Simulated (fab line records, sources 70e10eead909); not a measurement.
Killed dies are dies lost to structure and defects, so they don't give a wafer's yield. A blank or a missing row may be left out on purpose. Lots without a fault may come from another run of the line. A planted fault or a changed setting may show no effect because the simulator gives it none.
fab line records | flow nand_harc | part 2 of 2: steps 5 to 6 of 6
record lots=23 wafers=69 last_day=24
route steps=1159 shown P_M0@270 P_M1@299 P_M2@348 P_BONDPAD@351
lots that met no fault: from a run of the same line without faults
start_h: hours from the record's first day to the start of the lot's first wafer shown | wait_h: hours since the lot's step before | " the same as in the row above | L1.1+2: a row that stands for several wafers | - no value, or no start given | * or withheld: withheld | < > ~ a bound
route shown NAME@n: a module of which the file shows steps, and the number in the route of the first | usual: mean/standard deviation of fault-free wafers | same: alike in all rows | chamber/n: place in a boat | sites: the reading at each site | _std_site: their standard deviation | _edge_site: outer sites' mean less inner sites' | radius_mm: how far each site lies from the wafer's centre | mask NAME#n: copy n | behind: the tool/chamber that last shaped the wafer | hold: why the lot was held/for how many hours/how that ended | device: the transistor (n, p or np) that didn't switch | end of line: the same wafers' tests at the end of the route | a step without rows: its recipe alone | killed: dies lost to structure and defects at the first sort, not the wafer's yield | map: a wafer's dies, x killed, . not, _ none there
set.NAME: the setting as run; set.NAME@STEP: as run at that earlier step | model.NAME: the simulator's own value behind a step, which no gauge read
steps of the route over a sample of lots; a table a step, a row a wafer
services: from which hour (start_h, from the record's first day; less than 0 if before it) a tool's chamber was out of use, for how many hours, and why
## steps
# step NHARC_P_BONDPAD_DESCUM_11
# recipe time_s=3 o2_flow_sccm=200 ar_flow_sccm=0 bias_power_w=0 chemistry=O2
# usual drypump_motor_current_A=5.9/0.35 oes_product_au=1.000/0.0079 rf_vpp_V=57.6/0.94 showerhead_plenum_p_Torr=1.90/0.073 throttle_valve_pct=11.311/0.0091
# columns lot.wafer tool chamber start_h wait_h drypump_motor_current_A oes_product_au rf_hours_counter_h rf_vpp_V showerhead_plenum_p_Torr throttle_valve_pct
L074.2 rie_diel-05 1 121.83 - 5.9 0.998 12 57.8 1.79 11.306
L074.4 " 2 " " 6.2 1.009 12 57.4 1.94 11.302
L074.6 " 0 " " 5.8 1.008 - 58.0 1.88 11.302
L075.3 rie_diel-05 0 138.77 - 5.8 0.989 14 57.9 1.88 11.326
L075.1 " 3 " " 6.4 0.995 13 57.0 1.99 11.319
L075.6 " 0 " " 5.8 0.999 - 57.3 1.88 11.312
L076.2 rie_diel-05 0 139.55 - 5.8 1.006 15 58.8 1.88 11.311
L076.3 " 1 " " 5.9 1.001 14 58.1 1.78 11.303
L076.5 " 1 " " 5.9 1.000 - 57.7 1.78 11.315
L078.3 rie_diel-12 2 155.17 - 5.7 0.987 44 57.3 1.93 11.330
L078.6 " 0 " " 5.8 1.004 - 58.1 1.92 11.324
L078.5 " 1 " " 5.0 1.001 - 57.1 1.83 11.302
L077.1 rie_diel-04 3 155.91 - 5.3 0.994 14 57.2 2.00 11.302
L077.3 " 2 " " 5.7 1.001 14 57.9 1.88 11.292
L077.5 " 3 " " 5.2 0.994 - 57.9 2.00 11.318
L079.1 rie_diel-05 2 161.53 - 6.2 0.991 15 57.1 1.94 11.305
L079.2 " 3 " " 6.4 0.992 15 59.5 1.98 11.329
L079.3 " 1 " " 5.9 1.004 17 56.8 1.78 11.302
L081.4 rie_diel-12 3 166.34 - 5.9 0.989 47 58.9 2.00 11.299
L081.6 " 3 " " 6.0 0.995 - 57.9 2.00 11.311
L081.5 " 0 " " 5.8 0.996 - 57.6 1.92 11.315
L080.1 rie_diel-12 3 167.26 - 5.9 1.008 47 56.6 2.00 11.303
L080.6 " 0 " " 5.8 0.996 - 57.9 1.92 11.298
L080.5 " 1 " " 5.0 0.997 - 56.9 1.83 11.300
L083.3 rie_diel-05 0 181.98 - 5.8 1.000 0 58.4 1.88 11.316
L083.2 " 3 " " 6.4 1.009 0 59.9 1.98 11.318
L083.4 " 2 " " 6.2 1.019 - 57.4 1.94 11.318
L082.4 rie_diel-12 3 182.51 - 6.0 0.984 55 58.1 2.00 11.304
L082.3 " 2 " " 5.8 0.987 58 57.3 1.92 11.305
L082.6 " 3 " " 6.0 0.992 - 59.4 2.00 11.307
L085.1 rie_diel-04 3 203.86 - 5.3 0.984 31 58.4 2.00 11.308
L085.3 " 1 " " 6.2 0.999 28 55.8 1.85 11.307
L085.5 " 0 " " 5.0 0.999 - 56.5 1.80 11.308
L086.1 rie_diel-05 3 213.59 - 6.4 0.993 2 57.6 1.98 11.311
L086.3 " 0 " " 5.8 0.991 2 58.2 1.88 11.303
L086.5 " 2 " " 6.2 0.996 - 56.7 1.94 11.306
L084.4 rie_diel-05 2 220.05 - 6.2 1.004 3 59.0 1.94 11.303
L084.3 " 3 " " 6.4 0.997 3 56.1 1.98 11.310
L084.2 " 0 " " 5.8 0.995 3 57.2 1.88 11.315
L089.3 rie_diel-12 3 226.56 - 6.0 0.996 8 58.0 1.99 11.312
L089.4 " 2 " " 5.8 0.989 6 57.7 1.92 11.320
L089.5 " 0 " " 5.7 1.001 - 56.4 1.91 11.320
L088.1 rie_diel-05 2 227.15 - 6.2 1.008 4 59.8 1.93 11.317
L088.3 " 0 " " 5.8 1.005 4 57.1 1.88 11.313
L088.6 " 2 " " 6.2 1.001 - 56.8 1.93 11.316
L090.1 rie_diel-05 1 232.40 - 6.0 1.003 5 56.9 1.78 11.309
L090.2 " 3 " " 6.4 1.013 5 57.3 1.98 11.311
L090.3 " 0 " " 5.8 1.012 5 57.0 1.88 11.301
L093.3 rie_diel-05 3 239.39 - 6.4 0.994 6 59.2 1.98 11.320
L093.2 " 0 " " 5.8 0.992 6 56.4 1.88 11.314
L093.6 " 3 " " 6.4 0.983 - 57.5 1.98 11.299
L094.3 rie_diel-05 3 240.06 - 6.4 1.001 6 59.2 1.98 11.314
L094.1 " 2 " " 6.2 1.015 6 58.6 1.93 11.305
L094.5 " 3 " " 6.3 1.002 - 58.8 1.98 11.324
L091.4 rie_diel-05 3 240.76 - 6.4 0.991 6 58.4 1.98 11.313
L091.6 " 0 " " 5.8 1.007 - 56.1 1.88 11.312
L091.5 " 1 " " 5.9 1.007 - 56.6 1.78 11.299
L092.2 rie_diel-05 1 248.53 - 5.9 0.994 6 57.3 1.78 11.314
L092.1 " 0 " " 5.8 0.989 7 58.2 1.88 11.321
L092.6 " 1 " " 5.9 0.999 - 57.8 1.78 11.311
L096.3 rie_diel-12 2 258.88 - 5.8 1.001 15 58.7 1.91 11.300
L096.1 " 3 " " 6.0 1.004 17 58.9 1.99 11.313
L096.4 " 1 " " 5.0 0.998 14 57.3 1.82 11.315
L095.2 rie_diel-05 2 259.24 - 6.2 1.011 7 57.3 1.93 11.315
L095.3 " 1 " " 5.9 0.995 7 56.0 1.78 11.318
L095.4 " 1 " " 5.9 1.002 - 57.1 1.78 11.311
L097.2 rie_diel-05 2 263.31 - 6.2 1.008 8 57.5 1.93 11.298
L097.3 " 0 " " 5.8 0.993 8 58.4 1.88 11.310
L097.6 " 1 " " 6.0 0.994 - 56.7 1.78 11.328
# step NHARC_P_BONDPAD_ETCH_37
# recipe target_depth_a=600 overetch_a=180 time_s=65.91 ion_energy_ev=200 n2_flow_sccm=150 h2_flow_sccm=150 ar_flow_sccm=0 rf_w=400 bias_w=150 chemistry=N2/H2
# usual drypump_motor_current_A=5.9/0.39 oes_product_au=1.001/0.0073 rf_vpp_V=430.0/2.3 showerhead_plenum_p_Torr=2.02/0.078 throttle_valve_pct=14.171/0.0087
# columns lot.wafer tool chamber start_h wait_h drypump_motor_current_A oes_product_au rf_hours_counter_h rf_vpp_V showerhead_plenum_p_Torr throttle_valve_pct
L074.4 rie_diel-05 3 121.91 0.1 6.4 0.999 11 433.0 2.12 14.161
L074.2 " 0 " " 5.8 1.001 12 429.7 2.00 14.186
L074.6 " 3 " " 6.4 1.000 - 432.3 2.12 14.178
L075.1 rie_diel-05 1 138.87 0.1 5.9 0.999 14 426.4 1.90 14.184
L075.3 " 0 " " 5.8 1.000 14 429.9 2.00 14.171
L075.6 " 3 " " 6.4 1.002 - 433.3 2.12 14.174
L076.2 rie_diel-05 0 139.65 0.1 5.8 1.009 15 428.9 2.00 14.170
L076.3 " 3 " " 6.4 1.011 13 431.8 2.12 14.164
L076.5 " 1 " " 5.9 1.010 - 426.2 1.90 14.172
L078.3 rie_diel-12 2 155.25 0.1 5.7 1.000 44 430.4 2.05 14.164
L078.6 " 1 " " 5.0 0.996 - 427.5 1.95 14.177
L078.5 " 2 " " 5.7 0.996 - 430.7 2.05 14.176
L077.1 rie_diel-04 1 156.02 0.1 6.2 1.000 11 428.2 1.98 14.165
L077.3 " 2 " " 5.7 0.997 14 429.6 2.01 14.157
L077.5 " 2 " " 5.7 0.993 - 429.6 2.01 14.176
L079.2 rie_diel-05 3 161.61 0.1 6.4 1.015 15 432.6 2.12 14.180
L079.3 " 0 " " 5.8 1.004 17 430.1 2.00 14.182
L079.1 " 1 " " 6.0 0.994 17 426.3 1.90 14.182
L081.4 rie_diel-12 1 166.43 0.1 5.0 0.997 49 427.8 1.95 14.166
L081.5 " 1 " " 5.0 0.997 - 426.6 1.95 14.171
L081.6 " 2 " " 5.7 0.999 - 431.0 2.05 14.168
L080.1 rie_diel-12 2 167.33 0.1 5.8 0.998 50 430.4 2.05 14.166
L080.6 " 0 " " 5.7 0.998 - 429.7 2.05 14.175
L080.5 " 1 " " 5.0 1.006 - 429.4 1.95 14.177
L083.2 rie_diel-05 2 182.08 0.1 6.2 1.010 0 430.8 2.06 14.188
L083.3 " 3 " " 6.4 1.006 0 431.8 2.12 14.163
L083.4 " 0 " " 5.8 0.996 - 429.8 2.00 14.171
L082.4 rie_diel-12 3 182.61 0.1 5.9 0.991 55 432.8 2.13 14.158
L082.3 " 0 " " 5.7 0.989 53 431.7 2.05 14.177
L082.6 " 2 " " 5.8 0.993 - 430.5 2.05 14.169
L085.1 rie_diel-04 1 203.96 0.1 6.2 1.009 28 429.5 1.97 14.183
L085.3 " 2 " " 5.7 0.996 31 429.0 2.00 14.173
L085.5 " 0 " " 5.0 1.011 - 427.7 1.92 14.174
L086.3 rie_diel-05 2 213.66 0.1 6.2 1.017 2 430.5 2.06 14.177
L086.1 " 3 " " 6.4 1.005 2 432.2 2.12 14.157
L086.5 " 2 " " 6.2 1.011 - 431.9 2.06 14.166
L084.4 rie_diel-05 0 220.14 0.1 5.8 0.999 3 430.6 2.00 14.166
L084.3 " 1 " " 5.9 0.998 2 426.2 1.90 14.173
L084.2 " 2 " " 6.2 1.013 3 431.3 2.06 14.169
L089.4 rie_diel-12 2 226.66 0.1 5.8 0.993 6 431.9 2.04 14.182
L089.3 " 3 " " 5.9 0.990 8 431.9 2.13 14.168
L089.5 " 1 " " 5.0 0.983 - 427.5 1.94 14.170
L088.1 rie_diel-05 1 227.22 0.1 6.0 1.007 3 424.6 1.90 14.187
L088.3 " 0 " " 5.8 1.005 4 431.0 2.00 14.160
L088.6 " 1 " " 6.0 0.998 - 426.1 1.90 14.174
L090.1 rie_diel-05 2 232.49 0.1 6.2 1.014 5 429.8 2.06 14.168
L090.2 " 3 " " 6.4 0.992 5 432.8 2.12 14.181
L090.3 " 0 " " 5.8 0.993 5 429.5 2.00 14.159
L093.2 rie_diel-05 2 239.54 0.1 6.2 1.007 6 430.6 2.06 14.174
L093.3 " 0 " " 5.8 1.007 6 428.7 2.00 14.161
L093.6 " 3 " " 6.4 1.005 - 433.7 2.12 14.161
L094.1 rie_diel-05 2 240.16 0.1 6.2 1.004 6 430.7 2.06 14.172
L094.3 " 0 " " 5.8 1.008 6 430.1 2.00 14.169
L094.5 " 1 " " 5.9 0.996 - 425.9 1.90 14.172
L091.4 rie_diel-05 0 240.83 0.1 5.8 0.998 6 428.6 2.00 14.172
L091.6 " 2 " " 6.2 1.005 - 432.0 2.06 14.168
L091.5 " 3 " " 6.4 0.993 - 432.8 2.12 14.180
L092.2 rie_diel-05 0 248.66 0.1 5.8 1.003 7 428.6 2.00 14.163
L092.1 " 1 " " 5.9 1.003 6 426.9 1.90 14.179
L092.6 " 0 " " 5.8 1.003 - 429.6 2.00 14.167
L096.4 rie_diel-12 1 258.97 0.1 5.0 1.000 14 427.5 1.94 14.157
L096.3 " 2 " " 5.8 1.002 15 430.2 2.04 14.178
L096.1 " 3 " " 6.0 0.993 17 432.5 2.12 14.176
L095.3 rie_diel-05 1 259.35 0.1 5.9 1.001 7 426.4 1.90 14.157
L095.2 " 2 " " 6.2 1.003 7 430.9 2.06 14.164
L095.4 " 1 " " 5.9 0.994 - 426.4 1.90 14.165
L097.3 rie_diel-05 2 263.38 0.1 6.2 1.011 8 430.7 2.06 14.178
L097.2 " 1 " " 5.9 1.002 8 426.4 1.89 14.191
L097.6 " 2 " " 6.2 1.005 - 432.3 2.06 14.184
## services
# columns tool chamber start_h hours kind
rie_diel-09 3 126.59 25.4 repair
rie_diel-09 1 134.57 4.0 repair
rie_diel-05 2 135.39 7.6 repair
rie_diel-01 - 137.80 9.0 pm
rie_diel-09 1 153.34 21.4 repair
rie_diel-03 2 159.46 1.2 repair
rie_diel-05 - 163.60 9.0 pm
rie_diel-01 0 168.57 15.0 repair
rie_diel-09 2 173.81 23.0 repair
rie_diel-01 3 176.85 10.7 repair
rie_diel-05 1 176.99 9.2 repair
rie_diel-09 - 179.50 0.3 repair
rie_diel-09 - 181.03 1.2 repair
rie_diel-05 2 182.17 5.1 repair
pecvd-04 - 195.48 13.0 pm
rie_diel-09 2 198.93 2.1 repair
rie_diel-12 - 202.53 9.0 pm
rie_diel-03 - 215.30 9.0 pm
rie_diel-01 1 224.68 7.4 repair
rie_diel-09 3 228.41 9.7 repair
rie_diel-03 0 236.58 8.6 repair
rie_diel-05 3 242.26 20.0 repair
rie_diel-05 2 247.84 5.2 repair
rie_diel-09 - 254.10 9.0 pm
